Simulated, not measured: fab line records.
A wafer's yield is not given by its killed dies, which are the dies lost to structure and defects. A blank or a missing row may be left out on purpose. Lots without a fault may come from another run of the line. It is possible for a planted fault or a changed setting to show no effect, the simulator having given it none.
fab line records	flow n5_finfet
[record] lots = 6	wafers = 18	last_day = 19
route steps=1938 shown BEOL_M8@1332
lots that met no fault: taken from a fault-free run of the same line
start_h: hours from the record's first day to the start of the lot's first wafer shown	wait_h: how many hours have passed since the lot's step before this one	" the same as in the row above	L1.1+2: several wafers, shown together as one row	- no value, or no start was given	* or withheld: withheld	< > ~ a bound
route shown NAME@n: a module of which the file shows steps, and the number in the route of the first	usual: mean and standard deviation over wafers with no fault	same: alike in all rows	chamber/n: place in a boat	sites: per-site readings	_std_site: standard deviation of those values	_edge_site: the outer-site mean with the inner-site mean subtracted	radius_mm: how far each site lies from the wafer's centre	mask NAME#n: copy n	behind: the tool/chamber that last shaped the wafer	hold: the reason the lot was held/the length of the hold in hours/how it ended	device: the n, p or np transistor that did not switch	end of line: the same wafers' tests at the end of the route	step lacking rows: just its recipe	killed: not the wafer's yield, but the dies lost to structure and defects at the first sort	map: dies across one wafer; x = killed, . = not, _ = none there
set.NAME: setting as actually run; set.NAME@STEP: the setting as run at that earlier step	model.NAME: the simulator's own value behind a step, which no gauge read
lots seen at some steps along the route; tables by step, rows by wafer
services: from which hour (start_h, from the record's first day; less than 0 if before it) a tool's chamber was out of use, for how many hours, and why
[[steps]]
[step N5_BEOL_M8_ILD_DEP_00]
[recipe] material = SiCOH_lowk	target_thk_a = 1797.5	temp_c = 300	precursor = DEMS/porogen	pressure_torr = 5	rf_w = 500	time_s = 33.4
[usual] heater_power_w = 296/54	rf_fwd_power_W = 495.0/2.2	showerhead_plenum_p_Torr = 5.744/0.016	throttle_valve_pct = 13.7/0.55
[same] time_s = 33.4
lot.wafer	tool	chamber	start_h	wait_h	heater_power_w	rf_fwd_power_W	showerhead_plenum_p_Torr	throttle_valve_pct
L278.1	pecvd-01	2	272.19	0.0	227	495.9	5.719	13.3
L278.3	"	0	"	"	375	495.4	5.758	12.7
L278.6	"	0	"	"	375	499.5	5.744	12.5
L287.3	pecvd-04	1	334.08	0.0	290	495.8	5.739	14.3
L287.5	"	0	"	"	216	493.6	5.755	14.9
L287.6	"	1	"	"	283	495.1	5.732	14.1
L286.1	pecvd-02	1	334.49	0.0	235	495.2	5.738	13.4
L286.2	"	2	"	"	368	495.1	5.748	13.6
L286.3	"	0	"	"	340	496.0	5.751	14.0
L288.1	pecvd-01	0	343.80	0.0	318	495.9	5.771	12.8
L288.2	"	2	"	"	279	494.1	5.714	13.5
L288.3	"	1	"	"	256	496.5	5.740	14.4
L291.2	pecvd-04	1	344.44	0.0	258	498.3	5.714	13.8
L291.4	"	0	"	"	202	493.0	5.767	14.7
L291.6	"	1	"	"	257	497.1	5.727	14.1
L292.2	pecvd-02	1	371.41	0.0	295	490.4	5.741	13.7
L292.3	"	0	"	"	304	497.3	5.742	13.5
L292.4	"	0	"	"	316	496.2	5.756	13.9
[step N5_BEOL_M8_CURE_74]
[recipe] temp_c = 385	time_s = 240	ambient = He/Ar	material = SiCOH_lowk
[usual] lamp_power_pct = 52.32/0.051	wafer_temp_C_max = 386.5/0.55
[same] time_s = 240
lot.wafer	tool	chamber	start_h	wait_h	lamp_power_pct	wafer_temp_C_max
L278.1	uv_cure-03	0	272.25	0.0	52.31	386.1
L278.3	"	0	"	"	52.40	386.7
L278.6	"	0	"	"	52.28	386.2
L287.3	uv_cure-01	1	334.46	0.4	52.29	386.8
L287.5	"	1	"	"	52.34	386.5
L287.6	"	1	"	"	52.37	387.0
L286.1	uv_cure-03	1	334.56	0.0	52.31	386.4
L286.2	"	1	"	"	52.30	386.1
L286.3	"	1	"	"	52.29	386.5
L288.1	uv_cure-03	0	343.87	0.0	52.28	386.3
L288.2	"	0	"	"	52.33	386.2
L288.3	"	0	"	"	52.35	386.0
L291.2	uv_cure-02	1	344.58	0.1	52.35	386.5
L291.4	"	1	"	"	52.28	387.4
L291.6	"	1	"	"	52.34	387.5
L292.2	uv_cure-01	2	371.63	0.2	52.28	386.0
L292.3	"	2	"	"	52.39	386.4
L292.4	"	2	"	"	52.29	386.2
[step N5_BEOL_M8_THK_MEAS_01]
[recipe] reads = SiCOH_lowk_of_BEOL_M8_ILD_DEP_00
[usual] M8_ILD_THK = 155.6/2.1
lot.wafer	tool	chamber	start_h	wait_h	M8_ILD_THK[nm]
L278.1	film_metro-01	-	272.77	0.4	153.4
L278.3	"	-	"	"	153.7
L278.6	"	-	"	"	157.9
L286.1	film_metro-02	-	335.07	0.4	151.3
L286.2	"	-	"	"	156.6
L286.3	"	-	"	"	155.6
L287.3	film_metro-02	-	335.39	0.8	155.1
L287.5	"	-	"	"	159.6
L287.6	"	-	"	"	159.0
L288.1	film_metro-02	-	344.38	0.4	152.1
L288.2	"	-	"	"	152.7
L288.3	"	-	"	"	153.5
L291.2	film_metro-02	-	345.01	0.4	156.3
L291.4	"	-	"	"	158.2
L291.6	"	-	"	"	159.8
L292.2	film_metro-01	-	372.47	0.7	151.6
L292.3	"	-	"	"	152.3
L292.4	"	-	"	"	154.3
[step N5_BEOL_M8_PECVD_70]
[recipe] material = SiO2	target_thk_a = 200	temp_c = 400	precursor = TEOS/O2	pressure_torr = 5.5	rf_w = 450	teos_flow_sccm = 53.8	gas = O2	flow_sccm = 3000	time_s = 22.7
[usual] heater_power_w = 711/110	rf_fwd_power_W = 444.4/2.1	showerhead_plenum_p_Torr = 8.80/0.058	throttle_valve_pct = 22.1/0.81
[same] time_s = 22.7
lot.wafer	tool	chamber	start_h	wait_h	heater_power_w	rf_fwd_power_W	showerhead_plenum_p_Torr	throttle_valve_pct
L278.1	pecvd-02	0	272.80	0.0	835	444.9	8.79	22.4
L278.3	"	2	"	"	878	442.7	8.82	21.6
L278.6	"	1	"	"	697	440.0	8.78	21.8
L286.1	pecvd-04	1	335.11	0.0	616	446.6	8.75	22.9
L286.2	"	2	"	"	592	447.1	8.83	21.8
L286.3	"	0	"	"	508	447.6	8.90	23.7
L287.3	pecvd-01	1	335.43	0.0	680	444.4	8.74	22.8
L287.5	"	1	"	"	689	444.5	8.73	22.8
L287.6	"	2	"	"	658	443.6	8.71	22.1
L288.1	pecvd-02	1	344.42	0.0	687	441.5	8.78	21.7
L288.2	"	2	"	"	812	442.2	8.83	21.8
L288.3	"	0	"	"	829	444.5	8.77	22.2
L291.2	pecvd-01	1	345.05	0.0	683	444.9	8.72	22.9
L291.4	"	2	"	"	555	444.1	8.70	21.9
L291.6	"	0	"	"	775	443.0	8.88	20.5
L292.2	pecvd-02	0	372.50	0.0	813	441.3	8.77	22.5
L292.3	"	1	"	"	611	442.6	8.78	22.0
L292.4	"	1	"	"	636	441.6	8.76	22.0
[step N5_BEOL_M8_HM_DEP_02]
[recipe] material = TiN	target_thk_a = 200	temp_c = 25	chamber_pressure_pa = 0.49996
[usual] throttle_valve_pct = 30.4/1.3
lot.wafer	tool	chamber	start_h	wait_h	throttle_valve_pct
L278.1	pvd_sputter-03	-	275.01	2.2	28.9
L278.3	"	-	"	"	30.7
L278.6	"	-	"	"	29.2
L286.1	pvd_sputter-03	-	335.96	0.8	30.5
L286.2	"	-	"	"	28.8
L286.3	"	-	"	"	29.2
L287.3	pvd_sputter-03	-	336.06	0.6	29.0
L287.5	"	-	"	"	29.2
L287.6	"	-	"	"	30.3
L288.1	pvd_sputter-01	-	345.75	1.3	29.8
L288.2	"	-	"	"	30.6
L288.3	"	-	"	"	31.7
L291.2	pvd_sputter-01	-	345.85	0.8	33.4
L291.4	"	-	"	"	30.7
L291.6	"	-	"	"	30.5
L292.2	pvd_sputter-03	-	372.71	0.2	29.2
L292.3	"	-	"	"	30.5
L292.4	"	-	"	"	29.1
[step N5_BEOL_M8_COAT_59]
[recipe] resist = SOC	temp_c = 250	time_s = 60	spin_rpm = 1500	resist_thk_nm = 100
[step N5_BEOL_M8_COAT_60]
[recipe] resist = SiARC	temp_c = 220	time_s = 60	spin_rpm = 1500	resist_thk_nm = 35
[step N5_BEOL_M8_COAT_05]
[recipe] resist = CAR-ArF	spin_rpm = 1500	resist_thk_nm = 90
[step N5_BEOL_M8_EBR_07]
[recipe] solvent = PGMEA	ebr_width_mm = 1.5
[step N5_BEOL_M8_SOFTBAKE_06]
[recipe] temp_c = 110	time_s = 60	resist = CAR-ArF
[step N5_BEOL_M8_EXPOSE_08]
[recipe] mask_id = M8	na = 1.35	source_shape = dipole	sigma_inner = 0.817	sigma_outer = 0.97	polarization = te	dose_mj = 68.25
[step N5_BEOL_M8_PEB_09]
[recipe] peb_temp_c = withheld	peb_time_s = 60	resist = CAR-ArF
[step N5_BEOL_M8_DEVELOP_10]
[recipe] develop_time_s = 30	developer = TMAH	resist = CAR-ArF	rinse_liquid = diw	dry = air_spin	dev_temp_c = 23
[usual] chill_plate_temp_C = 22.99/0.11	develop_time_s = 30/0
lot.wafer	tool	chamber	start_h	wait_h	chill_plate_temp_C	develop_time_s	model.CAR-ArF_of_BEOL_M8_COAT_05.thk_nm
L278.1	litho_track-03	0	275.45	-	23.13	30	88.6
L278.3	"	0	"	"	23.14	30	88.2
L278.6	"	0	"	"	23.08	30	88.4
L286.1	litho_track-04	0	336.40	-	23.03	30	88.4
L286.2	"	0	"	"	22.98	30	88.4
L286.3	"	0	"	"	22.87	30	88.4
L287.3	litho_track-04	-	336.57	-	-	-	90
L287.5	"	-	"	"	-	-	90
L287.6	"	-	"	"	-	-	90
L288.1	litho_track-04	-	346.19	-	-	-	89.8
L288.2	"	-	"	"	-	-	89.4
L288.3	"	-	"	"	-	-	89.4
L291.2	litho_track-04	0	346.36	-	22.91	30	88.4
L291.4	"	0	"	"	23.04	30	88.6
L291.6	"	0	"	"	23.06	30	88.4
L292.2	litho_track-03	0	373.15	-	22.87	30	88.2
L292.3	"	0	"	"	22.99	30	88.4
L292.4	"	0	"	"	23.00	30	88
[step N5_BEOL_M8_CD_MEAS_11]
[recipe] target_cd_nm = 38.5	landing_energy_ev = 500	detector = se_inlens	polarity = opening
[usual] cd_nm = 38.7/0.44
lot.wafer	tool	chamber	start_h	wait_h	cd_nm
L278.1	cd_sem-02	0	275.51	-	39.2
L278.3	"	0	"	"	39.1
L278.6	"	0	"	"	38.7
L286.1	cd_sem-01	0	336.46	-	38.8
L286.2	"	0	"	"	38.6
L286.3	"	0	"	"	38.8
L287.3	cd_sem-03	0	336.63	-	-
L287.5	"	0	"	"	-
L287.6	"	0	"	"	-
L288.1	cd_sem-02	0	346.25	-	-
L288.2	"	0	"	"	-
L288.3	"	0	"	"	-
L291.2	cd_sem-01	0	346.42	-	39.2
L291.4	"	0	"	"	38.5
L291.6	"	0	"	"	38.5
L292.2	cd_sem-02	0	373.21	-	39.4
L292.3	"	0	"	"	38.6
L292.4	"	0	"	"	38.9
[[services]]
tool	chamber	start_h	hours	kind
uv_cure-01	-	260.68	1.3	repair
litho_track-04	-	263.68	-	consumable_replace:filter
pvd_sputter-01	-	264.67	2.1	repair
uv_cure-02	-	275.49	9.4	repair
pecvd-02	-	299.94	5.5	pm
pecvd-01	0	310.77	1.8	repair
pecvd-04	1	321.81	5.6	repair
pecvd-02	-	323.14	0.7	repair
pecvd-01	-	326.53	0.5	repair
pecvd-01	-	330.65	0.3	repair
uv_cure-01	-	330.93	2.8	pm
pecvd-01	-	332.47	1.4	repair
uv_cure-01	-	355.45	0.7	repair
[[key]]
[first_sign] step = N5_BEOL_M8_DEVELOP_10	reading = tool_record	direction = missing
effect none on later readings
[model_effect] step = N5_BEOL_M8_DEVELOP_10	value = CAR-ArF_of_BEOL_M8_COAT_05.thk_nm	without = 88.07	struck = 89.77
met_at N5_BEOL_M8_DEVELOP_10
struck_wafers L287.3,L287.5,L287.6,L288.1,L288.2,L288.3
later_rows_left_out L287.3,L287.5,L287.6,L288.1,L288.2,L288.3
sort_left_out L287.3,L287.5,L287.6,L288.1,L288.2,L288.3
onset_between 336.40 336.57
[fault] kind = skipped_step_whole	tool = litho_track-04	chamber = -	onset_h = 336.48	steps = N5_BEOL_M8_DEVELOP_10	scope = struck_lots_only
// sort_left_out: the simulated sort isn't trusted on such a fault, so these wafers' sort isn't shown, and their yield isn't known
// later_rows_left_out: the simulator's readings of these wafers behind a module that went badly wrong aren't trusted and aren't shown, but for the sort
